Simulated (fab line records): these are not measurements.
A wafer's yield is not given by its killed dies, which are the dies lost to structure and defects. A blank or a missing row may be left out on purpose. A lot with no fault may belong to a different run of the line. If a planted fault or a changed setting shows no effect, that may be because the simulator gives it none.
Chamber matching    flow nandHarc    4 sister chambers for NHARC_A_SLIT_DESCUM_14 on rieDiel-04
The step chemistry O2, time 3 s. 4 wafers are shown with their chamber, then 11 later ones without.

## WAFERS PAIRED WITH THEIR CHAMBERS
wafer   chamber  showerheadPlenumPTorr (Torr)
L083.2  0        2.04
L087.3  3        1.92
L087.5  1        1.89
L089.1  2        1.99

## WAFERS WHOSE CHAMBER IS MISSING
wafer   showerheadPlenumPTorr (Torr)
L089.2  1.92
L089.5  1.99
L092.1  1.92
L092.2  2.04
L092.4  1.88
L096.2  1.92
L096.4  2.04
L096.6  2.04
L097.1  1.99
L097.3  1.92
L097.5  2.04

## WHICH CHAMBER EACH ONE RAN IN
wafer   from the rows above  in truth
L089.2  3                    3
L089.5  2                    2
L092.1  3                    3
L092.2  0                    0
L092.4  1                    1
L096.2  3                    3
L096.4  0                    0
L096.6  0                    0
L097.1  2                    2
L097.3  3                    3
L097.5  0                    0
Placed correctly: 11 of 11. Can't be placed from these rows: 0. Wrongly placed: 0.
How it was worked out, from the rows above alone: a wafer's distance from a chamber is the root of the sum, over the readings, of the square of ((its reading less the chamber's mean) divided by the reading's scatter). The wafer belongs to the nearest chamber; if the next one is less than 2 further off, it can't be placed. The mean given for a chamber averages the wafers shown for that chamber. The scatter: with one shown wafer a chamber, the root of the mean of the squares of how far each hidden wafer lies from its nearest shown one.
